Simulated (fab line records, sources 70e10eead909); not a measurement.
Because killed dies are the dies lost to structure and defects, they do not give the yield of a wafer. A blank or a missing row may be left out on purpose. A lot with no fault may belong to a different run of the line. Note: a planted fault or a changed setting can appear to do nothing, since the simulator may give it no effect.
The tool behind it: which one?	flow nand harc	69 wafers from 23 lots sampled at 6 of the route's 1302 steps

== WHAT THE GAUGES READ, wafer by wafer ==
The record holds no reading of a measuring or inspecting step that can be judged against a usual standard deviation.

== EACH LOT AND THE TOOL THAT RAN IT (in order: tool; ch and the chambers of the sampled wafers; start) ==
lot	NHARC_A_STAIRCASE_TRIM_12	NHARC_A_STAIRCASE_TRIM_14	NHARC_A_STAIRCASE_ETCH_15	NHARC_A_STAIRCASE_ETCH_19	NHARC_A_STAIRCASE_TRIM_24	NHARC_A_STAIRCASE_STRIP_205
L074	rie diel-07 ch 0,1,3, day 16 00:54	rie diel-07 ch 2,3, day 16 02:26 or earlier	rie diel-07 ch 0,1,2, day 16 02:26 or earlier	rie diel-07 ch 1,2,3, day 16 02:26 or earlier	rie diel-07 ch 0,3, day 16 02:26	plasma asher-02 ch 0,1, day 16 06:51
L075	rie diel-10 ch 0,2, day 16 14:26	rie diel-10 ch 0,3, day 17 00:33 or earlier	rie diel-10 ch 2,3, day 17 00:33 or earlier	rie diel-10 ch 0,1,3, day 17 00:33 or earlier	rie diel-10 ch 0,1,2, day 17 00:33 or earlier	plasma asher-01 ch 0,1, day 17 00:33
L078	rie diel-07 ch 1,2, day 17 11:41	rie diel-07 ch 0,2,3, day 17 18:54 or earlier	rie diel-07 ch 0,1,2, day 17 18:54 or earlier	rie diel-07 ch 1,2,3, day 17 18:54 or earlier	rie diel-07 ch 0,1,3, day 17 18:54 or earlier	plasma asher-02 ch 0,1, day 17 18:54
L077	rie diel-03 ch 0,1,2, day 17 15:02	rie diel-03 ch 0,1,3, day 17 21:25 or earlier	rie diel-03 ch 0,1,2, day 17 21:25 or earlier	rie diel-03 ch 2,3, day 17 21:25 or earlier	rie diel-03 ch 1,2, day 17 21:25 or earlier	plasma asher-02 ch 0,1, day 17 21:25
L079	rie diel-03 ch 0,2,3, day 18 00:59	rie diel-03 ch 2,3, day 18 06:40 or earlier	rie diel-03 ch 0,3, day 18 06:40 or earlier	rie diel-03 ch 0,3, day 18 06:40 or earlier	rie diel-10 ch 0,1,2, day 18 06:40 or earlier	plasma asher-01 ch 0,1, day 18 06:40
L080	rie diel-07 ch 2,3, day 18 08:47	rie diel-07 ch 1,2,3, day 18 15:31 or earlier	rie diel-07 ch 1,2, day 18 15:31 or earlier	rie diel-07 ch 0,2,3, day 18 15:31 or earlier	rie diel-03 ch 2,3, day 18 15:31 or earlier	plasma asher-02 ch 1, day 18 15:31
L081	rie diel-03 ch 0,1,2, day 18 22:01	rie diel-03 ch 1,2,3, day 19 04:40 or earlier	rie diel-03 ch 1,2,3, day 19 04:40 or earlier	rie diel-03 ch 1,2, day 19 04:40 or earlier	rie diel-10 ch 0,1,3, day 19 04:40 or earlier	plasma asher-01 ch 0,1, day 19 04:40
L082	rie diel-07 ch 0,2,3, day 18 23:28	rie diel-07 ch 1,2,3, day 19 05:21 or earlier	rie diel-07 ch 1,2,3, day 19 05:21 or earlier	rie diel-07 ch 0,2,3, day 19 05:21 or earlier	rie diel-03 ch 0,2,3, day 19 05:21 or earlier	plasma asher-01 ch 0,1, day 19 05:21
L084	rie diel-03 ch 2,3, day 19 10:09	rie diel-03 ch 2,3, day 19 16:01 or earlier	rie diel-03 ch 0,2,3, day 19 16:01 or earlier	rie diel-03 ch 1,2,3, day 19 16:01 or earlier	rie diel-10 ch 2,3, day 19 16:01 or earlier	plasma asher-02 ch 0,1, day 19 16:01
L083	rie diel-07 ch 0,1,3, day 19 15:24	rie diel-07 ch 0,3, day 19 22:48 or earlier	rie diel-07 ch 1,3, day 19 22:48 or earlier	rie diel-07 ch 0,2,3, day 19 22:48 or earlier	rie diel-07 ch 0,1,3, day 19 22:48 or earlier	plasma asher-02 ch 0,1, day 19 22:48
L085	rie diel-03 ch 0,2,3, day 20 15:03	rie diel-03 ch 0,1,2, day 20 22:50 or earlier	rie diel-03 ch 1,2, day 20 22:50 or earlier	rie diel-03 ch 1,3, day 20 22:50 or earlier	rie diel-03 ch 0,1,2, day 20 22:50 or earlier	plasma asher-02 ch 0,1, day 20 22:50
L087	rie diel-03 ch 0,1,3, day 20 15:09	rie diel-03 ch 1,2,3, day 20 22:56 or earlier	rie diel-03 ch 0,1, day 20 22:56 or earlier	rie diel-03 ch 0,2,3, day 20 22:56 or earlier	rie diel-03 ch 0,1,3, day 20 22:56 or earlier	plasma asher-01 ch 1, day 20 22:56
L086	rie diel-10 ch 0,2, day 20 20:32	rie diel-10 ch 0,1,3, day 21 03:18 or earlier	rie diel-10 ch 0,2,3, day 21 03:18 or earlier	rie diel-10 ch 0,1,3, day 21 03:18 or earlier	rie diel-10 ch 0,1,3, day 21 03:18 or earlier	plasma asher-01 ch 0,1, day 21 03:18
L088	rie diel-03 ch 1,2,3, day 21 09:43	rie diel-03 ch 1,2, day 21 16:47 or earlier	rie diel-03 ch 1,2,3, day 21 16:47 or earlier	rie diel-03 ch 1,2, day 21 16:47 or earlier	rie diel-07 ch 0,2, day 21 16:47 or earlier	plasma asher-01 ch 0,1, day 21 16:47
L089	rie diel-07 ch 1,2,3, day 21 09:58	rie diel-07 ch 0,1,3, day 21 17:26 or earlier	rie diel-07 ch 0,1,2, day 21 17:26 or earlier	rie diel-07 ch 0,2,3, day 21 17:26 or earlier	rie diel-03 ch 0,2,3, day 21 17:26 or earlier	plasma asher-01 ch 0,1, day 21 17:26
L090	rie diel-03 ch 0,1,2, day 22 05:31	rie diel-03 ch 2,3, day 22 11:55 or earlier	rie diel-03 ch 0,1,2, day 22 11:55 or earlier	rie diel-03 ch 1,2,3, day 22 11:55 or earlier	rie diel-10 ch 1,2,3, day 22 11:55 or earlier	plasma asher-01 ch 0,1, day 22 11:55
L092	rie diel-07 ch 1,2,3, day 22 15:45	rie diel-07 ch 0,1, day 23 00:56 or earlier	rie diel-07 ch 0,2, day 23 00:56 or earlier	rie diel-07 ch 1,2, day 23 00:56 or earlier	rie diel-07 ch 2,3, day 23 00:56 or earlier	plasma asher-02 ch 1, day 23 00:56
L091	rie diel-10 ch 1,2,3, day 22 16:05	rie diel-10 ch 1,2,3, day 23 01:13 or earlier	rie diel-10 ch 0,1, day 23 01:13 or earlier	rie diel-10 ch 0,1,2, day 23 01:13 or earlier	rie diel-10 ch 0,1, day 23 01:13 or earlier	plasma asher-02 ch 0,1, day 23 01:13
L093	rie diel-10 ch 0,2,3, day 23 23:27	rie diel-10 ch 2,3, day 24 05:29 or earlier	rie diel-10 ch 2,3, day 24 05:29 or earlier	rie diel-10 ch 0,1,2, day 24 05:29 or earlier	rie diel-07 ch 0,2,3, day 24 05:29 or earlier	plasma asher-02 ch 0,1, day 24 05:29
L094	rie diel-07 ch 1,2,3, day 24 08:11	rie diel-07 ch 0,1,2, day 24 14:16 or earlier	rie diel-07 ch 1,2, day 24 14:16 or earlier	rie diel-07 ch 0,1,3, day 24 14:16 or earlier	rie diel-07 ch 1,3, day 24 14:16 or earlier	plasma asher-01 ch 0,1, day 24 14:16
L095	rie diel-07 ch 0,1,2, day 24 11:49	rie diel-07 ch 1,2,3, day 24 17:41 or earlier	rie diel-07 ch 0,1,2, day 24 17:41 or earlier	rie diel-07 ch 0,2,3, day 24 17:41 or earlier	rie diel-03 ch 1,2, day 24 17:41 or earlier	plasma asher-02 ch 0,1, day 24 17:41
L096	rie diel-03 ch 1,3, day 24 16:19	rie diel-03 ch 2,3, day 24 22:36 or earlier	rie diel-03 ch 1,3, day 24 22:36 or earlier	rie diel-03 ch 1,2, day 24 22:36 or earlier	rie diel-07 ch 0,2,3, day 24 22:36 or earlier	plasma asher-02 ch 0,1, day 24 22:36
L097	rie diel-10 ch 1,3, day 25 00:37	rie diel-10 ch 0,2, day 25 07:22 or earlier	rie diel-10 ch 0,1,2, day 25 07:22 or earlier	rie diel-10 ch 0,2,3, day 25 07:22 or earlier	rie diel-10 ch 0,2,3, day 25 07:22 or earlier	plasma asher-01 ch 0,1, day 25 07:22
- NHARC_A_STAIRCASE_TRIM_12: chemistry O2, time 211.2 s.
- NHARC_A_STAIRCASE_TRIM_14: chemistry O2, time 211.2 s.
- NHARC_A_STAIRCASE_ETCH_15: etches the open film in C4F8/O2, target depth 100 nm, time 40.5 s.
- NHARC_A_STAIRCASE_ETCH_19: etches the open film in C4F8/O2, target depth 100 nm, time 40.5 s.
- NHARC_A_STAIRCASE_TRIM_24: chemistry O2, time 211.2 s.
- NHARC_A_STAIRCASE_STRIP_205: strips in O2.

== AS READ BY THE TOOLS THEMSELVES (means over the sampled wafers that have a number; for cases with no such wafer, the mark the record gives instead) ==
NHARC_A_STAIRCASE_TRIM_12. Usual: drypump motor current A 5.8 A, standard deviation 0.5; mfc ar sccm 0.005 sccm, standard deviation 0.012; oes product au 1.000 a.u., standard deviation 0.0092; rf vpp V 57.7 V, standard deviation 0.87; showerhead plenum p Torr 3.50 Torr, standard deviation 0.16; throttle valve pct 17.036 %, standard deviation 0.0094.
lot	tool	drypump motor current A (A)	mfc ar sccm (sccm)	oes product au (a.u.)	rf vpp V (V)	showerhead plenum p Torr (Torr)	throttle valve pct (%)	flag
L074	rie diel-07	6.0	0.000	0.997	57.5	3.54	17.037	
L075	rie diel-10	6.0	0.029	0.998	57.0	3.71	17.035	
L078	rie diel-07	6.0	0.003	1.004	56.9	3.44	17.035	
L077	rie diel-03	5.9	0.000	1.004	57.3	3.45	17.036	
L079	rie diel-03	5.6	0.000	0.990	57.3	3.48	17.031	
L080	rie diel-07	6.1	0.003	0.999	57.2	3.44	17.043	
L081	rie diel-03	5.9	0.000	0.999	57.6	3.45	17.040	
L082	rie diel-07	5.9	0.001	0.987	57.8	3.44	17.033	
L084	rie diel-03	5.3	0.000	0.991	57.6	3.47	17.031	
L083	rie diel-07	6.0	0.000	0.994	58.2	3.52	17.030	
L085	rie diel-03	5.7	0.000	1.002	57.8	3.47	17.038	
L087	rie diel-03	5.9	0.000	1.005	58.6	3.52	17.045	
L086	rie diel-10	5.8	0.017	1.013	57.5	3.61	17.039	
L088	rie diel-03	5.6	0.000	1.010	58.0	3.61	17.034	
L089	rie diel-07	6.2	0.001	1.010	58.2	3.52	17.036	
L090	rie diel-03	5.9	0.000	0.998	57.9	3.61	17.030	
L092	rie diel-07	6.1	0.001	1.007	57.8	3.51	17.040	
L091	rie diel-10	5.8	0.023	0.989	58.1	3.55	17.050	
L093	rie diel-10	5.4	0.025	0.999	57.8	3.60	17.041	
L094	rie diel-07	6.1	0.001	1.001	57.6	3.51	17.032	
L095	rie diel-07	5.9	0.001	1.005	56.9	3.40	17.033	
L096	rie diel-03	5.6	0.000	1.003	58.0	3.50	17.028	
L097	rie diel-10	5.2	0.019	1.004	58.3	3.47	17.039	

NHARC_A_STAIRCASE_TRIM_14. Usual: drypump motor current A 5.8 A, standard deviation 0.48; mfc ar sccm 0.005 sccm, standard deviation 0.011; oes product au 1.001 a.u., standard deviation 0.0094; rf vpp V 57.7 V, standard deviation 0.89; showerhead plenum p Torr 3.51 Torr, standard deviation 0.16; throttle valve pct 17.036 %, standard deviation 0.0084.
lot	tool	drypump motor current A (A)	mfc ar sccm (sccm)	oes product au (a.u.)	rf vpp V (V)	showerhead plenum p Torr (Torr)	throttle valve pct (%)	flag
L074	rie diel-07	6.2	0.001	0.999	57.4	3.56	17.038	
L075	rie diel-10	5.3	0.012	1.001	58.3	3.56	17.033	
L078	rie diel-07	6.0	0.001	1.001	57.4	3.45	17.037	
L077	rie diel-03	6.0	0.000	1.007	57.6	3.35	17.041	
L079	rie diel-03	5.3	0.000	0.995	56.7	3.48	17.041	
L080	rie diel-07	6.1	0.001	1.007	57.9	3.53	17.023	
L081	rie diel-03	5.6	0.000	0.999	56.9	3.44	17.035	
L082	rie diel-07	6.1	0.001	0.994	56.6	3.53	17.039	
L084	rie diel-03	5.3	0.000	0.983	58.4	3.56	17.038	
L083	rie diel-07	6.1	0.000	0.994	58.6	3.54	17.034	
L085	rie diel-03	5.9	0.000	0.996	57.6	3.62	17.041	
L087	rie diel-03	5.6	0.000	1.004	58.2	3.61	17.039	
L086	rie diel-10	5.5	0.011	1.004	57.5	3.48	17.035	
L088	rie diel-03	5.9	0.000	1.008	57.9	3.75	17.040	
L089	rie diel-07	6.0	0.000	1.009	57.9	3.52	17.032	
L090	rie diel-03	5.3	0.000	1.004	57.7	3.55	17.034	
L092	rie diel-07	5.9	0.000	1.004	58.3	3.50	17.035	
L091	rie diel-10	5.7	0.023	1.001	57.9	3.55	17.035	
L093	rie diel-10	5.7	0.037	0.999	58.9	3.67	17.036	
L094	rie diel-07	5.9	0.001	1.008	58.1	3.40	17.025	
L095	rie diel-07	6.1	0.001	1.013	56.8	3.51	17.048	
L096	rie diel-03	5.2	0.000	1.003	57.5	3.54	17.026	
L097	rie diel-10	5.7	0.017	1.012	57.4	3.59	17.034	

NHARC_A_STAIRCASE_ETCH_15. Usual: oes product au 0.943 a.u., standard deviation 0.011; rf vpp V 895 V, standard deviation 5.9.
lot	tool	oes product au (a.u.)	rf vpp V (V)	flag
L074	rie diel-07	0.943	892	
L075	rie diel-10	0.931	903	
L078	rie diel-07	0.944	891	
L077	rie diel-03	0.930	893	
L079	rie diel-03	0.946	892	
L080	rie diel-07	0.955	895	
L081	rie diel-03	0.927	892	
L082	rie diel-07	0.942	896	
L084	rie diel-03	0.943	894	
L083	rie diel-07	0.940	900	
L085	rie diel-03	0.935	903	
L087	rie diel-03	0.945	896	
L086	rie diel-10	0.939	899	
L088	rie diel-03	0.947	898	
L089	rie diel-07	0.950	891	
L090	rie diel-03	0.948	899	
L092	rie diel-07	0.952	888	
L091	rie diel-10	0.955	892	
L093	rie diel-10	0.939	898	
L094	rie diel-07	0.947	895	
L095	rie diel-07	0.949	890	
L096	rie diel-03	0.937	894	
L097	rie diel-10	0.931	896	

NHARC_A_STAIRCASE_ETCH_19. Usual: oes product au 0.942 a.u., standard deviation 0.011; rf vpp V 895 V, standard deviation 6.
lot	tool	oes product au (a.u.)	rf vpp V (V)	flag
L074	rie diel-07	0.933	897	
L075	rie diel-10	0.941	894	
L078	rie diel-07	0.943	896	
L077	rie diel-03	0.933	898	
L079	rie diel-03	0.935	891	
L080	rie diel-07	0.951	893	
L081	rie diel-03	0.949	891	
L082	rie diel-07	0.937	893	
L084	rie diel-03	0.937	892	
L083	rie diel-07	0.937	893	
L085	rie diel-03	0.939	901	
L087	rie diel-03	0.932	895	
L086	rie diel-10	0.943	894	
L088	rie diel-03	0.931	904	
L089	rie diel-07	0.944	892	
L090	rie diel-03	0.951	898	
L092	rie diel-07	0.963	894	
L091	rie diel-10	0.945	896	
L093	rie diel-10	0.947	897	
L094	rie diel-07	0.956	896	
L095	rie diel-07	0.946	892	
L096	rie diel-03	0.946	902	
L097	rie diel-10	0.939	898	

NHARC_A_STAIRCASE_TRIM_24. Usual: drypump motor current A 5.8 A, standard deviation 0.52; mfc ar sccm 0.006 sccm, standard deviation 0.013; oes product au 1.001 a.u., standard deviation 0.01; rf vpp V 57.7 V, standard deviation 0.92; showerhead plenum p Torr 3.51 Torr, standard deviation 0.16; throttle valve pct 17.038 %, standard deviation 0.0089.
lot	tool	drypump motor current A (A)	mfc ar sccm (sccm)	oes product au (a.u.)	rf vpp V (V)	showerhead plenum p Torr (Torr)	throttle valve pct (%)	flag
L074	rie diel-07	5.8	0.000	0.996	57.7	3.45	17.039	
L075	rie diel-10	6.1	0.015	0.994	58.2	3.57	17.050	
L078	rie diel-07	6.0	0.000	1.004	57.1	3.53	17.036	
L077	rie diel-03	5.5	0.000	0.991	57.9	3.54	17.041	
L079	rie diel-10	6.0	0.015	1.000	57.5	3.56	17.040	
L080	rie diel-03	5.3	0.000	0.988	58.0	3.47	17.040	
L081	rie diel-10	5.6	0.011	1.015	57.2	3.49	17.037	
L082	rie diel-03	5.6	0.000	0.995	58.3	3.48	17.039	
L084	rie diel-10	5.2	0.033	0.995	58.0	3.63	17.037	
L083	rie diel-07	6.0	0.000	0.994	58.7	3.52	17.035	
L085	rie diel-03	5.9	0.000	0.995	58.0	3.62	17.036	
L087	rie diel-03	6.0	0.000	1.006	57.1	3.52	17.043	
L086	rie diel-10	5.5	0.011	1.005	58.7	3.48	17.045	
L088	rie diel-07	5.9	0.003	0.994	57.1	3.33	17.037	
L089	rie diel-03	5.6	0.000	1.001	57.6	3.47	17.041	
L090	rie diel-10	5.7	0.023	1.004	58.6	3.55	17.040	
L092	rie diel-07	6.1	0.003	1.010	57.7	3.42	17.039	
L091	rie diel-10	6.2	0.001	0.997	57.2	3.41	17.041	
L093	rie diel-07	6.0	0.001	1.006	57.3	3.42	17.046	
L094	rie diel-07	6.2	0.000	1.004	58.4	3.61	17.034	
L095	rie diel-03	5.9	0.000	1.006	57.7	3.74	17.030	
L096	rie diel-07	5.9	0.001	1.002	57.3	3.42	17.045	
L097	rie diel-10	5.5	0.025	0.994	57.8	3.60	17.034	

NHARC_A_STAIRCASE_STRIP_205. Usual: drypump motor current A 6.2 A, standard deviation 0.49; heater power w 327 W, standard deviation 27.
lot	tool	drypump motor current A (A)	heater power w (W)	flag
L074	plasma asher-02	6.2	335	
L075	plasma asher-01	6.3	312	
L078	plasma asher-02	5.8	346	
L077	plasma asher-02	6.2	337	
L079	plasma asher-01	6.4	331	
L080	plasma asher-02	5.4	358	
L081	plasma asher-01	6.3	330	
L082	plasma asher-01	6.4	319	
L084	plasma asher-02	6.2	324	
L083	plasma asher-02	6.2	328	
L085	plasma asher-02	5.8	337	
L087	plasma asher-01	6.3	297	
L086	plasma asher-01	6.3	330	
L088	plasma asher-01	6.3	326	
L089	plasma asher-01	6.3	326	
L090	plasma asher-01	6.4	328	
L092	plasma asher-02	5.4	362	
L091	plasma asher-02	5.8	334	
L093	plasma asher-02	5.8	337	
L094	plasma asher-01	6.3	306	
L095	plasma asher-02	6.2	320	
L096	plasma asher-02	5.8	335	
L097	plasma asher-01	6.4	317	

== THE ANSWER, worked out from the rows above alone ==
Rule: lot off if the mean of its wafers having a number is beyond 3 standard deviations from the usual mean. Also off: a lot with no number at a reading for which 4 or more lots have one. The other lots that the step has rows for count as sound. After the gauges, taken in route order, come the tools' own readings; for these a lot's mean is taken, as printed above. At the first step where some lot is off, the reading lying furthest off is the one used; lots without a number count as furthest.
No lot is off at any reading shown: from this, nothing can be told.

== WHAT WAS PUT IN BY THE SIMULATOR ==
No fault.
